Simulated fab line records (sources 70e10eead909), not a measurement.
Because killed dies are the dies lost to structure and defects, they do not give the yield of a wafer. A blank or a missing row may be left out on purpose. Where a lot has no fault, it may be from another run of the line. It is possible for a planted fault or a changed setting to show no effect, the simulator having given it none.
fab line records	flow nand_harc
record: lots: 5	wafers: 15	last_day: 32
route steps=1302 shown P_GATE@170
lots untouched by any fault: they come from a run of this same line in which no faults occurred
start_h: hours from the record's opening day to when the first of the lot's shown wafers began	wait_h: how many hours have passed since the lot's step before this one	" the same as in the row above	L1.1+2: several wafers, shown together as one row	- no value, or no start given	* or withheld: withheld	< > ~ a bound
route shown NAME@n: a module of which the file shows steps, and the number in the route of the first	usual: the fault-free wafers' mean and standard deviation	same: alike in all rows	chamber/n: place in a boat	sites: the reading at each site	_std_site: the values' standard deviation	_edge_site: the outer-site mean with the inner-site mean subtracted	radius_mm: for every site, how far away it sits from the centre of the wafer	mask NAME#n: copy n	behind: tool/chamber where the wafer was last shaped	hold: why the lot was held/for how many hours/how that ended	device: the transistor (n, p or np) that didn't switch	end of line: tests run on the same wafers once the route is complete	step lacking rows: just its recipe	killed: not the wafer's yield, but the dies lost to structure and defects at the first sort	map: the dies of a wafer, with x for killed, . for not killed, _ for no die there
set.NAME: the setting the step ran with; set.NAME@STEP: the setting that earlier step ran with	model.NAME: the simulator's own value behind a step, which no gauge read
lots at some steps of the route; a table a step, a row a wafer
services: the hour from which a tool's chamber was out of use, counted from the record's first day as start_h (under 0 if before that day), plus the number of hours and why
== steps ==
step: NHARC_P_GATE_CD_MEAS_46
recipe: target_cd_nm: 720	landing_energy_ev: 500
usual: cd_nm: 720.2/1.6
lot.wafer	tool	chamber	start_h	wait_h	cd_nm
L686.1	cd_sem-03	0	108.44	-	721.5
L686.5	"	0	"	"	720.8
L686.6	"	0	"	"	719.8
L696.2	cd_sem-02	0	212.56	-	721.2
L696.4	"	0	"	"	721.8
L696.5	"	0	"	"	721.6
L698.1	cd_sem-03	0	229.69	-	721.7
L698.2	"	0	"	"	719.2
L698.3	"	0	"	"	722.6
L702.2	cd_sem-01	0	275.07	-	721.0
L702.3	"	0	"	"	721.5
L702.6	"	0	"	"	717.5
L706.1	cd_sem-01	0	314.18	-	721.2
L706.5	"	0	"	"	718.0
L706.6	"	0	"	"	720.0
step: NHARC_P_GATE_HARDBAKE_47
recipe: temp_c: 125	time_s: 80
step: NHARC_P_GATE_DESCUM_48
recipe: time_s: 3	o2_flow_sccm: 200	ar_flow_sccm: 0	bias_power_w: 0	chemistry: O2
usual: drypump_motor_current_A: 5.6/0.41	oes_product_au: 0.999/0.01	rf_vpp_V: 57.8/0.87	showerhead_plenum_p_Torr: 1.92/0.069	throttle_valve_pct: 11.311/0.008
lot.wafer	tool	chamber	start_h	wait_h	drypump_motor_current_A	oes_product_au	rf_hours_counter_h	rf_vpp_V	showerhead_plenum_p_Torr	throttle_valve_pct
L686.1	rie_diel-01	0	108.63	-	4.9	1.009	3.4	56.9	1.86	11.316
L686.6	"	2	"	"	6.0	0.997	-	56.2	1.87	11.316
L686.5	"	3	"	"	5.1	0.982	-	58.4	1.84	11.295
L696.4	rie_diel-03	1	212.71	-	6.2	0.969	6.3	56.3	1.97	11.308
L696.2	"	3	"	"	6.1	1.002	6.6	58.8	1.80	11.311
L696.5	"	2	"	"	4.9	0.988	-	57.4	1.97	11.307
L698.3	rie_diel-03	0	229.85	-	5.4	0.993	8.2	58.5	1.98	11.295
L698.2	"	1	"	"	6.1	0.987	8.1	58.2	1.97	11.314
L698.1	"	2	"	"	4.9	0.997	8.2	57.4	1.97	11.297
L702.3	rie_diel-10	0	275.22	-	6.0	1.005	1.0	60.0	2.06	11.318
L702.2	"	3	"	"	5.6	1.020	1.6	57.9	1.87	11.320
L702.6	"	1	"	"	5.5	1.003	-	57.8	1.90	11.324
L706.1	rie_diel-01	1	314.38	-	5.5	0.995	5.0	57.6	1.97	11.322
L706.5	"	2	"	"	6.0	0.994	-	56.9	1.87	11.317
L706.6	"	3	"	"	5.1	1.001	-	55.9	1.84	11.318
step: NHARC_P_GATE_IMPLANT_49
recipe: energy_kev: 30	dose_cm2: 3e+15	tilt_deg: 7
step: NHARC_P_GATE_STRIP_111
recipe: power_w: 1500	temp_c: 110	time_s: 250	chemistry: N2/H2
usual: drypump_motor_current_A: 6.0/0.39	heater_power_w: 84/5.7
lot.wafer	tool	chamber	start_h	wait_h	drypump_motor_current_A	heater_power_w	rf_hours_counter_h
L686.1	plasma_asher-02	0	108.97	0.2	6.2	80	7
L686.6	"	0	"	"	6.1	78	-
L686.5	"	1	"	"	5.6	90	-
L696.2	plasma_asher-01	1	213.13	0.2	5.6	79	7
L696.4	"	0	"	"	6.5	90	-
L696.5	"	1	"	"	5.6	78	-
L698.2	plasma_asher-01	1	230.45	0.4	5.6	78	11
L698.1	"	0	"	"	6.5	88	11
L698.3	"	0	"	"	6.5	87	-
L702.2	plasma_asher-02	0	275.65	0.2	6.2	82	4
L702.3	"	1	"	"	5.6	90	-
L702.6	"	0	"	"	6.2	81	-
L706.1	plasma_asher-02	1	314.76	0.2	5.6	88	12
L706.5	"	0	"	"	6.2	78	-
L706.6	"	1	"	"	5.6	89	-
step: NHARC_P_GATE_STRIP_75
recipe: power_w: 1500	temp_c: 250	chemistry: O2
usual: drypump_motor_current_A: 6.0/0.4	heater_power_w: 313/22
lot.wafer	tool	chamber	start_h	wait_h	drypump_motor_current_A	heater_power_w	rf_hours_counter_h
L686.1	plasma_asher-02	0	109.28	0.3	6.1	291	7
L686.6	"	0	"	"	6.2	286	-
L686.5	"	1	"	"	5.6	335	-
L696.2	plasma_asher-01	1	213.40	0.2	5.6	284	8
L696.4	"	0	"	"	6.5	333	-
L696.5	"	1	"	"	5.6	282	-
L698.2	plasma_asher-01	1	230.75	0.3	5.6	291	11
L698.1	"	0	"	"	6.5	334	11
L698.3	"	0	"	"	6.5	329	-
L702.2	plasma_asher-02	0	275.91	0.2	6.2	308	4
L702.3	"	1	"	"	5.6	326	-
L702.6	"	0	"	"	6.2	300	-
L706.1	plasma_asher-02	1	315.02	0.2	5.6	328	12
L706.5	"	0	"	"	6.2	308	-
L706.6	"	1	"	"	5.6	339	-
step: NHARC_P_GATE_STRIP_50
recipe: time_s: 900	temp_c: 130	chemistry: SPM
step: NHARC_P_GATE_DEHYDRATE_51
recipe: temp_c: 150	time_s: 120
step: NHARC_P_GATE_HMDS_52
recipe: time_s: 30
step: NHARC_P_GATE_COAT_53
recipe: spin_rpm: 3000
step: NHARC_P_GATE_SOFTBAKE_54
recipe: temp_c: 122	time_s: 95
step: NHARC_P_GATE_EBR_55
step: NHARC_P_GATE_EXPOSE_56
recipe: na: 0.6	target_cd_nm: 720	dose_mj: 14.81	mask_id: P_PSD
lot.wafer	tool	chamber	start_h	wait_h	mask
L686.1+5+6	krf_scanner-03	0	110.04	-	P_PSD#0
L696.2+4+5	krf_scanner-04	0	214.04	-	P_PSD_R1#0
L698.1+2+3	krf_scanner-04	0	231.52	-	P_PSD#0
L702.2+3+6	krf_scanner-01	0	276.68	-	P_PSD#0
L706.1+5+6	krf_scanner-03	0	315.78	-	P_PSD#0
step: NHARC_P_GATE_PEB_57
recipe: peb_temp_c: 118	peb_time_s: 85
step: NHARC_P_GATE_DEVELOP_58
recipe: time_s: 70
step: NHARC_P_GATE_CD_MEAS_59
recipe: target_cd_nm: 720	landing_energy_ev: 500
usual: cd_nm: 720.2/1.5
lot.wafer	tool	chamber	start_h	wait_h	cd_nm
L686.1	cd_sem-03	0	110.20	-	719.2
L686.5	"	0	"	"	720.2
L686.6	"	0	"	"	719.9
L696.2	cd_sem-01	0	214.19	-	745.7
L696.4	"	0	"	"	747.1
L696.5	"	0	"	"	744.4
L698.1	cd_sem-02	0	231.68	-	720.3
L698.2	"	0	"	"	720.8
L698.3	"	0	"	"	722.8
L702.2	cd_sem-03	0	276.83	-	720.2
L702.3	"	0	"	"	718.6
L702.6	"	0	"	"	719.2
L706.1	cd_sem-03	0	315.93	-	719.7
L706.5	"	0	"	"	719.7
L706.6	"	0	"	"	722.5
step: NHARC_P_GATE_HARDBAKE_60
recipe: temp_c: 125	time_s: 80
== services ==
tool	chamber	start_h	hours	kind
rie_diel-03	-	104.30	9.0	pm
krf_scanner-04	-	109.23	1.0	repair
krf_scanner-01	-	140.00	4.0	pm
plasma_asher-02	-	146.66	1.4	repair
plasma_asher-01	-	165.12	9.0	pm
krf_scanner-04	-	182.00	4.0	pm
rie_diel-01	-	203.88	9.0	pm
rie_diel-10	1	208.56	10.6	repair
rie_diel-01	0	216.30	5.2	repair
rie_diel-10	1	221.55	2.7	repair
krf_scanner-03	-	224.00	4.0	pm
plasma_asher-02	-	228.52	2.1	repair
rie_diel-10	-	242.77	9.0	pm
plasma_asher-02	-	249.22	9.0	pm
plasma_asher-02	0	249.22	9.0	vent_cycle
plasma_asher-02	1	249.22	9.0	vent_cycle
krf_scanner-04	-	254.81	1.4	repair
plasma_asher-02	0	258.22	-	clean
plasma_asher-02	1	258.22	-	clean
krf_scanner-03	-	275.49	0.1	repair
rie_diel-03	-	281.30	9.0	pm
rie_diel-03	3	291.79	10.1	repair
rie_diel-01	0	296.60	7.8	repair
krf_scanner-01	-	312.00	4.0	pm
== key ==
first_sign: step: NHARC_P_GATE_EXPOSE_56	reading: mask	direction: changed
effect: step: NHARC_P_GATE_CD_MEAS_59	reading: cd_nm	direction: up	sigmas: 17	usual: 720.2	struck: 745.7
met_at NHARC_P_GATE_EXPOSE_56
struck_wafers L696.2,L696.4,L696.5
tester_left_out L696
fault: kind: wrong_mask	tool: any	chamber: -	onset_h: 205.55	steps: NHARC_P_GATE_EXPOSE_56	aux_copy: P_PSD_R1#0	cd_offset_nm: 24.959	scope: struck_lots_only
tester_left_out: of these lots the tester's yield and bins aren't shown, on N5 and GAA mostly nor the transistor test; their killed dies are dies lost to structure and defects alone, not to doping, threshold or leakage, so they don't give the yield
